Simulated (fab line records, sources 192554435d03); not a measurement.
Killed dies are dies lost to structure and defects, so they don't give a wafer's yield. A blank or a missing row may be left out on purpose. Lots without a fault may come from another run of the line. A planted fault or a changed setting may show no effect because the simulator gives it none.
fab line records | flow n5_finfet | part 2 of 2: steps 17 to 25 of 25
record lots=5 wafers=15 last_day=15
route steps=1938 shown FIN_CUT@165 STI_FIN_REVEAL@183
lots that met no fault: from a run of the same line without faults
start_h: hours from the record's first day to the start of the lot's first wafer shown | wait_h: hours since the lot's step before | " the same as in the row above | L1.1+2: a row that stands for several wafers | - no value, or no start given | * or withheld: withheld | < > ~ a bound
route shown NAME@n: a module of which the file shows steps, and the number in the route of the first | usual: mean/standard deviation of fault-free wafers | same: alike in all rows | chamber/n: place in a boat | sites: the reading at each site | _std_site: their standard deviation | _edge_site: outer sites' mean less inner sites' | radius_mm: how far each site lies from the wafer's centre | mask NAME#n: copy n | behind: the tool/chamber that last shaped the wafer | hold: why the lot was held/for how many hours/how that ended | device: the transistor (n, p or np) that didn't switch | end of line: the same wafers' tests at the end of the route | a step without rows: its recipe alone | killed: dies lost to structure and defects at the first sort, not the wafer's yield | map: a wafer's dies, x killed, . not, _ none there
set.NAME: the setting as run; set.NAME@STEP: as run at that earlier step | model.NAME: the simulator's own value behind a step, which no gauge read
lots at some steps of the route; a table a step, a row a wafer
services: from which hour (start_h, from the record's first day; less than 0 if before it) a tool's chamber was out of use, for how many hours, and why
## steps
# step N5_FIN_CUT_UV_OZONE_34
# recipe time_s=120 pressure_torr=760 temp_c=25
# columns lot.wafer tool chamber start_h wait_h
L075.1+4+6 wet_bench-05 7,1,2 35.14 0.0
L078.1+2+6 wet_bench-03 5,0,1 51.40 0.0
L086.1+2+3 wet_bench-02 5,4,3 101.87 0.0
L088.2+3+5 wet_bench-03 5,1,3 115.80 0.0
L091.2+4+5 wet_bench-05 1,3,7 132.16 0.0
# step N5_FIN_CUT_INSPECT_17
# recipe inspect_instrument=brightfield mode=aei
# usual raw_defect_count=219/54
# columns lot.wafer tool chamber start_h wait_h raw_defect_count
L075.1 defect_inspect-02 - 35.20 0.0 185
L075.4 " - " " 220
L075.6 " - " " 200
L078.1 defect_inspect-02 - 51.46 0.0 145
L078.2 " - " " 108
L078.6 " - " " 127
L086.1 defect_inspect-01 - 101.93 0.0 289
L086.2 " - " " 464
L086.3 " - " " 355
L088.2 defect_inspect-02 - 115.86 0.0 156
L088.3 " - " " 198
L088.5 " - " " 196
L091.2 defect_inspect-01 - 132.23 0.0 216
L091.4 " - " " 182
L091.5 " - " " 184
# step N5_STI_FIN_REVEAL_ALD_00
# recipe material=SiO2 target_thk_a=10 temp_c=300 ald_precursor_family=BDEAS ald_co_reactant=O2-plasma pulse_time_s=1 pressure_torr=2
# usual heater_power_w=470/37 precursor_pulse_height_rel=1.001/0.019
# columns lot.wafer tool chamber start_h wait_h heater_power_w precursor_pulse_height_rel
L075.1 ald_sin-03 2 35.24 0.0 482 1.007
L075.4 " 2 " " 484 1.002
L075.6 " 1 " " 477 0.988
L078.1 ald_sin-02 0 51.50 0.0 488 1.016
L078.2 " 1 " " 480 1.048
L078.6 " 1 " " 463 0.990
L086.1 ald_sin-01 3 101.97 0.0 412 1.012
L086.2 " 0 " " 452 1.012
L086.3 " 2 " " 474 0.968
L088.2 ald_sin-03 3 115.90 0.0 552 1.015
L088.3 " 1 " " 477 1.017
L088.5 " 2 " " 473 0.975
L091.2 ald_sin-02 0 132.60 0.4 472 0.992
L091.4 " 2 " " 478 0.984
L091.5 " 3 " " 436 1.005
# step N5_STI_FIN_REVEAL_ALD_14
# recipe material=Si3N4 target_thk_a=30 temp_c=400 ald_precursor_family=SiH2I2 ald_co_reactant=N2/H2-plasma pressure_torr=2
# usual heater_power_w=839/66
# columns lot.wafer tool chamber start_h wait_h heater_power_w
L075.1 ald_sin-03 2 35.29 0.0 854
L075.4 " 2 " " 856
L075.6 " 1 " " 848
L078.1 ald_sin-02 0 51.55 0.0 853
L078.2 " 1 " " 855
L078.6 " 1 " " 850
L086.1 ald_sin-01 3 102.02 0.0 732
L086.2 " 0 " " 827
L086.3 " 2 " " 858
L088.2 ald_sin-03 3 115.95 0.0 984
L088.3 " 1 " " 853
L088.5 " 2 " " 820
L091.2 ald_sin-02 0 132.65 0.0 845
L091.4 " 2 " " 849
L091.5 " 3 " " 782
# step N5_STI_FIN_REVEAL_FCVD_FILL_01
# recipe material=SiO2_flowable target_thk_a=3120 temp_c=100 pressure_torr=0.8 rf_w=2000 time_s=512.2
# usual tsa_flow_sccm=60.01/0.16
# columns lot.wafer tool chamber start_h wait_h tsa_flow_sccm
L075.1 fcvd-02 1 35.53 0.1 60.22
L075.4 " 1 " " 59.71
L075.6 " 1 " " 59.81
L078.1 fcvd-01 1 51.78 0.1 60.00
L078.2 " 0 " " 59.92
L078.6 " 1 " " 59.98
L086.1 fcvd-01 1 102.26 0.1 60.24
L086.2 " 0 " " 60.05
L086.3 " 0 " " 60.03
L088.2 fcvd-02 1 116.19 0.1 59.92
L088.3 " 0 " " 60.13
L088.5 " 0 " " 60.11
L091.2 fcvd-02 0 132.89 0.1 59.96
L091.4 " 1 " " 60.01
L091.5 " 1 " " 60.22
# step N5_STI_FIN_REVEAL_DENSIFY_02
# recipe temp_c=650 ambient=steam time_s=1800 idle_temp_c=400 densification_p_h2o_torr=640
# usual spike_tc_centre_C=651.7/0.99 tube_center_temp_C=649.99/0.064
# columns lot.wafer tool chamber start_h wait_h spike_tc_centre_C tube_center_temp_C
L075.1 furnace-03 0 36.76 1.0 652.5 650.03
L075.4 " 0 " " 651.1 650.04
L075.6 " 0 " " 650.8 650.04
L078.1 furnace-02 0 52.43 0.4 650.7 649.97
L078.2 " 0 " " 651.5 649.98
L078.6 " 0 " " 651.2 650.02
L086.1 furnace-03 0 102.89 0.4 651.2 649.95
L086.2 " 0 " " 652.2 650
L086.3 " 0 " " 652.1 650.08
L088.2 furnace-03 0 116.82 0.4 650.1 649.89
L088.3 " 0 " " 653.3 649.99
L088.5 " 0 " " 651.7 649.94
L091.2 furnace-03 0 133.52 0.4 652.4 649.98
L091.4 " 0 " " 652.6 650
L091.5 " 0 " " 652.3 649.94
# step N5_STI_FIN_REVEAL_CMP_04
# recipe stop_on=Si3N4 t_overpolish_s=4 down_force_psi=2 platen_rpm=54.18 post_cmp_clean=alkaline_brush pad_velocity_m_s=1.078 target_thk_nm=131.83
# usual motor_current_A=8.4/0.84 overpolish_run_s=4.000/0.0089 pad_life_wafers=950/470 time_to_endpoint_s=103/4.8
# columns lot.wafer tool chamber start_h wait_h motor_current_A overpolish_run_s pad_life_wafers time_to_endpoint_s
L075.4 cmp-02 3 40.96 0.1 7.8 3.993 1465 103
L075.1 " 1 " " 8.5 4.008 1467 100
L075.6 " 3 " " 8.4 4.005 - 101
L078.1 cmp-03 2 56.63 0.1 8.0 4.004 595 97
L078.2 " 0 " " 8.5 3.988 597 102
L078.6 " 1 " " 8.3 3.992 - 96
L086.3 cmp-01 3 107.07 0.0 7.5 3.999 1140 106
L086.2 " 0 " " 8.8 3.987 1141 109
L086.1 " 2 " " 8.2 3.993 1143 109
L088.3 cmp-03 0 121.03 0.1 8.0 3.984 1117 98
L088.2 " 2 " " 8.5 3.992 1119 96
L088.5 " 0 " " 8.0 4.012 - 96
L091.2 cmp-02 2 137.69 0.0 7.5 3.996 12 108
L091.4 " 0 " " 8.5 3.984 14 107
L091.5 " 2 " " 7.3 4.010 - 106
# step N5_STI_FIN_REVEAL_THK_MEAS_05
# usual thk_nm=132.0/0.96
# columns lot.wafer tool chamber start_h wait_h thk_nm
L075.1 film_metro-01 - 41.22 - 131.7
L075.4 " - " " 131.9
L075.6 " - " " 132.1
L078.1 film_metro-01 - 56.89 - 131.3
L078.2 " - " " 130.7
L078.6 " - " " 131.0
L086.1 film_metro-01 - 107.37 - 131.2
L086.2 " - " " 132.1
L086.3 " - " " 131.4
L088.2 film_metro-01 - 121.28 - 130.4
L088.3 " - " " 130.9
L088.5 " - " " 131.0
L091.2 film_metro-02 - 137.98 - 132.5
L091.4 " - " " 131.2
L091.5 " - " " 134.2
# step N5_STI_FIN_REVEAL_DENSIFY_30
# recipe temp_c=* time_s=* ambient=N2 idle_temp_c=600 ramp_up_c_per_s=150 ramp_down_c_per_s=60 cool_to_c=600
# usual lamp_power_pct=11.53/0.049 wafer_temp_C_max=*
# columns lot.wafer tool chamber start_h wait_h lamp_power_pct wafer_temp_C_max
L075.1 rtp_anneal-02 0 41.25 0.0 11.43 *
L075.4 " 0 " " 11.55 *
L075.6 " 0 " " 11.46 *
L078.1 rtp_anneal-02 0 57.19 0.3 11.54 *
L078.2 " 0 " " 11.50 *
L078.6 " 0 " " 11.54 *
L086.1 rtp_anneal-01 0 107.39 0.0 11.58 *
L086.2 " 0 " " 11.47 *
L086.3 " 0 " " 11.57 *
L088.2 rtp_anneal-02 0 121.34 0.1 11.56 *
L088.3 " 0 " " 11.52 *
L088.5 " 0 " " 11.53 *
L091.2 rtp_anneal-01 0 138.04 0.1 11.57 *
L091.4 " 0 " " 11.58 *
L091.5 " 0 " " 11.55 *
## services
# columns tool chamber start_h hours kind
ald_sin-03 2 16.61 16.4 repair
cmp-03 - 17.13 1.4 repair
fcvd-02 - 17.73 10.3 repair
cmp-01 - 18.52 11.3 repair
ald_sin-03 3 20.79 6.5 repair
rie_diel-02 3 21.33 9.5 repair
rie_diel-03 - 29.48 0.5 repair
ald_sin-03 0 33.74 7.6 repair
cmp-02 - 41.77 5.9 pm
fcvd-01 - 47.61 1.0 repair
rie_si-05 - 48.03 1.3 repair
cmp-01 - 53.93 4.5 pm
rie_si-01 1 60.09 4.1 repair
vapor_etch-01 0 63.46 1.0 repair
fcvd-02 0 65.98 10.7 repair
wet_bench-02 - 66.03 1.7 repair
cmp-02 - 82.01 6.3 repair
rie_diel-02 - 83.82 14.6 pm
rie_diel-06 0 88.86 4.1 repair
ald_sin-03 - 112.71 2.8 pm
rie_diel-02 1 113.73 15.6 repair
rie_diel-06 2 117.42 1.2 repair
wet_bench-02 - 120.26 1.7 repair
cmp-02 - 132.53 4.0 pm
